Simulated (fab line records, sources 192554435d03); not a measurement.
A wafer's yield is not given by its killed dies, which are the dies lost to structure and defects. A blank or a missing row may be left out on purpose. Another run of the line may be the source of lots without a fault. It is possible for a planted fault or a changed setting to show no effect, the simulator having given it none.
fab line records | flow n5-finfet
record lots=7 wafers=39
route steps=1938 shown BEOL_M15@1809
start-h: hours from the record's opening day to when the first of the lot's shown wafers began | wait-h: hours elapsed since this lot's preceding step | " the same as in the row above | L1.1+2: one row covering several wafers at once | - no value, or no start was given | * or withheld: withheld | < > ~ a bound
route shown NAME@n: a module of which the file shows steps, and the number in the route of the first | usual: the fault-free wafers' mean and standard deviation | same: alike in all rows | chamber/n: place in a boat | sites: readings site by site | _std_site: their standard deviation | _edge_site: outer sites' mean less inner sites' | radius-mm: how far each site lies from the wafer's centre | mask NAME#n: copy n | behind: the last tool/chamber to shape the wafer | hold: what put the lot on hold/how long, in hours/how the hold closed | device: whichever transistor did not switch (one of n, p or np) | end of line: tests of these same wafers at the route's end | a step without rows: its recipe alone | killed: not the wafer's yield, but the dies lost to structure and defects at the first sort | map: dies across one wafer; x = killed, . = not, _ = none there
set.NAME: the run value of the setting; set.NAME@STEP: its run value at that earlier step | model.NAME: the simulator's own value behind a step, which no gauge read
one table per step and one row per wafer, for lots whose settings were changed on purpose
## steps
# step N5_BEOL_M15_TRENCH_ETCH_34
# recipe chemistry=C4F8/O2/Ar target=SiO2 target-depth-a=8729.3 he-inner-torr=15 he-outer-torr=30 time-s=199 ion-energy-ev=800 pressure-mtorr=20 source-w=1905 bias-w=2040 Ar_flow_sccm=400 C4F8_flow_sccm=16 O2_flow_sccm=12
# columns lot.wafer tool chamber start-h wait-h set.time-s model.etch.depth-nm model.coat_of_BEOL_M15_COAT_22.thk-nm
L076.1 rie-diel-02 2 286.68 0.0 106.8 477.1 619
L076.2 " 1 " " 199 830.6 552
L076.3 " 3 " " 199 885 543
L076.4 " 2 " " 106.8 476.9 618.4
L076.5 " 1 " " 106.8 451.6 631.8
L076.6 " 3 " " 199 889.2 542.2
L080.1 rie-diel-03 0 292.86 0.0 199 879.4 542.8
L080.2 " 3 " " 199 868.7 546.6
L080.3 " 2 " " 199 859.3 542.8
L080.4 " 1 " " 199 894 539
L080.5 " 1 " " 199 882.6 540.4
L080.6 " 0 " " 199 882 541.6
L081.1 rie-diel-04 2 322.63 0.0 239.9 1020 514.4
L081.2 " 1 " " 199 868.8 545
L081.3 " 3 " " 239.9 1055 508.4
L081.4 " 3 " " 199 880.3 545
L081.5 " 2 " " 239.9 1022 513
L081.6 " 1 " " 199 864.6 546.2
L087.2 rie-diel-02 2 352.68 0.0 199 892.1 531.2
L087.3 " 0 " " 199 872.7 538
L087.5 " 1 " " 199 878.8 542
L089.1 rie-diel-03 3 366.43 0.0 167.6 724.4 578
L089.2 " 0 " " 167.6 733.2 572.6
L089.3 " 2 " " 199 903.7 535
L089.4 " 1 " " 199 875.1 546
L089.5 " 0 " " 167.6 736.1 572
L089.6 " 3 " " 199 863.6 548.4
L094.1 rie-diel-02 2 390.44 0.0 199 872.1 539.8
L094.2 " 1 " " 241.9 1065 506.2
L094.3 " 0 " " 241.9 1039 509.4
L094.4 " 3 " " 199 878.9 546
L094.5 " 1 " " 241.9 1069 503.4
L094.6 " 2 " " 199 874.3 539.8
L095.1 rie-diel-03 3 393.83 0.0 199 867.4 550.2
L095.2 " 1 " " 199 886.1 544.2
L095.3 " 0 " " 199 883.4 544.6
L095.4 " 2 " " 199 907.3 534.6
L095.5 " 2 " " 199 909.5 533
L095.6 " 1 " " 199 879.3 548.6
# step N5_BEOL_M15_STRIP_36
# recipe chemistry=O2 power-w=600 temp-c=60 pressure-mtorr=30 rf-frequency-hz=6e+07 bias-power-w=0 overash-fraction=0.3 o2-flow-sccm=225
# step N5_BEOL_M15_ECD_47
# recipe material=Cu target-thk-a=18600
# step N5_BEOL_M15_ANNEAL_48
# recipe temp-c=225 time-s=90 ambient=N2
# step N5_BEOL_M15_CMP_49
# recipe stop-on=SiO2 t-overpolish-s=4.9 down-force-psi=2 platen-rpm=80 clearing-platen-down-force-psi=2 clearing-platen-rpm=80 post-cmp-clean=cu-alkaline target-thk-nm=850 clearing-platen-pad-velocity-m-s=1.5917 pad-velocity-m-s=1.5917
# columns lot.wafer tool chamber start-h wait-h set.time-s@BEOL_M15_TRENCH_ETCH_34 model.Cu_of_BEOL_M15_ECD_47.thk-nm
L076.3 cmp-04 2 290.19 0.2 199 860
L076.4 " 3 " " 106.8 452
L076.1 " 0 " " 106.8 452.6
L076.2 " 1 " " 199 805
L076.5 " 2 " " 106.8 428.2
L076.6 " 3 " " 199 864.8
L080.3 cmp-04 2 301.47 0.2 199 836.6
L080.2 " 3 " " 199 846.2
L080.4 " 0 " " 199 872
L080.1 " 1 " " 199 855.8
L080.6 " 2 " " 199 860.2
L080.5 " 3 " " 199 861.2
L081.1 cmp-04 1 328.82 0.3 239.9 994.2
L081.4 " 2 " " 199 853.6
L081.3 " 3 " " 239.9 1031
L081.2 " 0 " " 199 845
L081.6 " 1 " " 199 839
L081.5 " 2 " " 239.9 998.2
L087.2 cmp-04 1 358.81 0.2 199 868
L087.3 " 3 " " 199 849.6
L087.5 " 1 " " 199 855
L089.3 cmp-04 3 377.96 0.2 199 880.6
L089.2 " 0 " " 167.6 711.4
L089.4 " 1 " " 199 851.8
L089.1 " 2 " " 167.6 702.2
L089.6 " 3 " " 199 841.6
L089.5 " 0 " " 167.6 714.6
L094.4 cmp-04 3 393.74 0.1 199 855.6
L094.2 " 0 " " 241.9 1042
L094.1 " 1 " " 199 848.4
L094.3 " 2 " " 241.9 1016
L094.5 " 3 " " 241.9 1046
L094.6 " 0 " " 199 851.4
L095.4 cmp-01 2 395.63 0.1 199 881.4
L095.1 " 3 " " 199 843
L095.2 " 0 " " 199 861.8
L095.3 " 1 " " 199 857.6
L095.6 " 2 " " 199 853.2
L095.5 " 3 " " 199 886.2
# step N5_BEOL_M15_THK_MEAS_50
# recipe thk-meas-gauge=xrf reads=Cu_of_BEOL_M15_ECD_47
# usual M15_THK=860/18
# columns lot.wafer tool chamber start-h wait-h set.time-s@BEOL_M15_TRENCH_ETCH_34 M15_THK[nm]
L076.1 film-metro-02 - 290.48 - 106.8 452
L076.2 " - " " 199 806
L076.3 " - " " 199 864
L076.4 " - " " 106.8 452
L076.5 " - " " 106.8 429
L076.6 " - " " 199 865
L080.1 film-metro-02 - 301.76 - 199 858
L080.2 " - " " 199 850
L080.3 " - " " 199 839
L080.4 " - " " 199 873
L080.5 " - " " 199 862
L080.6 " - " " 199 862
L081.1 film-metro-02 - 329.11 - 239.9 996
L081.2 " - " " 199 850
L081.3 " - " " 239.9 1035
L081.4 " - " " 199 853
L081.5 " - " " 239.9 1000
L081.6 " - " " 199 846
L087.2 film-metro-01 - 359.10 - 199 884
L087.3 " - " " 199 863
L087.5 " - " " 199 877
L089.1 film-metro-02 - 378.26 - 167.6 704
L089.2 " - " " 167.6 716
L089.3 " - " " 199 884
L089.4 " - " " 199 857
L089.5 " - " " 167.6 715
L089.6 " - " " 199 848
L094.1 film-metro-02 - 394.03 - 199 851
L094.2 " - " " 241.9 1053
L094.3 " - " " 241.9 1026
L094.4 " - " " 199 858
L094.5 " - " " 241.9 1057
L094.6 " - " " 199 856
L095.1 film-metro-01 - 395.93 - 199 850
L095.2 " - " " 199 873
L095.3 " - " " 199 872
L095.4 " - " " 199 897
L095.5 " - " " 199 901
L095.6 " - " " 199 865
# step N5_BEOL_M15_PRE_CLEAN_52
# recipe gas=NH3 time-s=15 temp-c=withheld rf-power-w=300
# step N5_BEOL_M15_DEP_53
# recipe material=SiCN target-thk-a=500 temp-c=withheld precursor=3MS/NH3 pressure-torr=3 rf-w=675 time-s=17.8
# step N5_BEOL_M15_RS_MEAS_54
# recipe thk-meas-gauge=four-point-probe reads=Cu_of_BEOL_M15_ECD_47+Ta_of_BEOL_M15_SPUTTER_44+TaN_of_BEOL_M15_SPUTTER_43
# usual M15_RS=0.0216/0.00042
# columns lot.wafer tool chamber start-h wait-h set.time-s@BEOL_M15_TRENCH_ETCH_34 M15_RS[ohm/sq]
L076.1 film-metro-01 - 290.61 0.0 106.8 0.0411
L076.2 " - " " 199 0.0228
L076.3 " - " " 199 0.0213
L076.4 " - " " 106.8 0.0411
L076.5 " - " " 106.8 0.0436
L076.6 " - " " 199 0.0212
L080.1 film-metro-01 - 301.89 0.0 199 0.0214
L080.2 " - " " 199 0.0217
L080.3 " - " " 199 0.0219
L080.4 " - " " 199 0.0210
L080.5 " - " " 199 0.0213
L080.6 " - " " 199 0.0213
L081.1 film-metro-01 - 329.24 0.0 239.9 0.0184
L081.2 " - " " 199 0.0217
L081.3 " - " " 239.9 0.0177
L081.4 " - " " 199 0.0215
L081.5 " - " " 239.9 0.0183
L081.6 " - " " 199 0.0219
L087.2 film-metro-02 - 359.23 0.1 199 0.0211
L087.3 " - " " 199 0.0216
L087.5 " - " " 199 0.0214
L089.1 film-metro-01 - 378.39 0.0 167.6 0.0262
L089.2 " - " " 167.6 0.0258
L089.3 " - " " 199 0.0208
L089.4 " - " " 199 0.0215
L089.5 " - " " 167.6 0.0257
L089.6 " - " " 199 0.0219
L094.1 film-metro-02 - 394.16 0.0 199 0.0216
L094.2 " - " " 241.9 0.0176
L094.3 " - " " 241.9 0.0180
L094.4 " - " " 199 0.0214
L094.5 " - " " 241.9 0.0175
L094.6 " - " " 199 0.0215
L095.1 film-metro-01 - 396.06 0.0 199 0.0217
L095.2 " - " " 199 0.0213
L095.3 " - " " 199 0.0214
L095.4 " - " " 199 0.0208
L095.5 " - " " 199 0.0207
L095.6 " - " " 199 0.0215
## key
split step=N5_BEOL_M15_TRENCH_ETCH_34 setting=time-s stated=199 by=wafer
response step=N5_BEOL_M15_TRENCH_ETCH_34 reading=model.etch.depth-nm change=+8.57 per=1% r=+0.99
response step=N5_BEOL_M15_TRENCH_ETCH_34 reading=model.coat_of_BEOL_M15_COAT_22.thk-nm change=-1.68 per=1% r=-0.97
response step=N5_BEOL_M15_CMP_49 reading=model.Cu_of_BEOL_M15_ECD_47.thk-nm change=+8.56 per=1% r=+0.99
response step=N5_BEOL_M15_THK_MEAS_50 reading=M15_THK change=+8.64 per=1% r=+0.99
response step=N5_BEOL_M15_RS_MEAS_54 reading=M15_RS change=-0.000354 per=1% r=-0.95
